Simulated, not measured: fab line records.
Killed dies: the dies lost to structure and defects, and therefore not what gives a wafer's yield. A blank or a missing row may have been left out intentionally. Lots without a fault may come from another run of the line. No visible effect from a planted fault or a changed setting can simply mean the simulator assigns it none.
Matching of chambers + flow nand-harc + NHARC_A_M1_DEP_33 on pecvd-04 has 3 sister chambers
The step deposits SiCN, target thk 30 nm. 6 wafers are shown with their chamber, then 8 later ones without.

## WAFERS PAIRED WITH THEIR CHAMBERS
| wafer  | chamber | showerhead-vpp-V (V) | heater-power-w (W) |
|--------|---------|----------------------|--------------------|
| L323.6 | 0       | 1254                 | 455                |
| L326.3 | 2       | 1359                 | 524                |
| L331.1 | 2       | 1376                 | 509                |
| L331.4 | 1       | 1243                 | 808                |
| L331.6 | 0       | 1250                 | 468                |
| L338.1 | 1       | 1241                 | 691                |

## WAFERS WITH NO CHAMBER GIVEN
| wafer  | showerhead-vpp-V (V) | heater-power-w (W) |
|--------|----------------------|--------------------|
| L338.2 | 1268                 | 410                |
| L338.3 | 1397                 | 530                |
| L340.1 | 1254                 | 722                |
| L340.2 | 1375                 | 515                |
| L340.6 | 1369                 | 516                |
| L342.1 | 1400                 | 530                |
| L342.3 | 1265                 | 408                |
| L342.6 | 1231                 | 776                |

## WHICH CHAMBER EACH WENT THROUGH
| wafer  | from the rows above | in truth |
|--------|---------------------|----------|
| L338.2 | 0                   | 0        |
| L338.3 | 2                   | 2        |
| L340.1 | 1                   | 1        |
| L340.2 | 2                   | 2        |
| L340.6 | 2                   | 2        |
| L342.1 | 2                   | 2        |
| L342.3 | 0                   | 0        |
| L342.6 | 1                   | 1        |
Placed correctly: 8 of 8. Not placeable from these rows: 0. Number placed wrongly: 0.
How it was worked out, from the rows above alone: a wafer's distance from a chamber is the root of the sum, over the readings, of the square of ((its reading less the chamber's mean) divided by the reading's scatter). If the next closest chamber is less than 2 further off than the closest, the wafer can't be placed; otherwise it belongs to the closest. For every chamber, the mean is computed from those of its wafers that are shown. The scatter: the root of (the sum of the squares of (reading less its chamber's mean) over the shown wafers, divided by (wafers less chambers)).
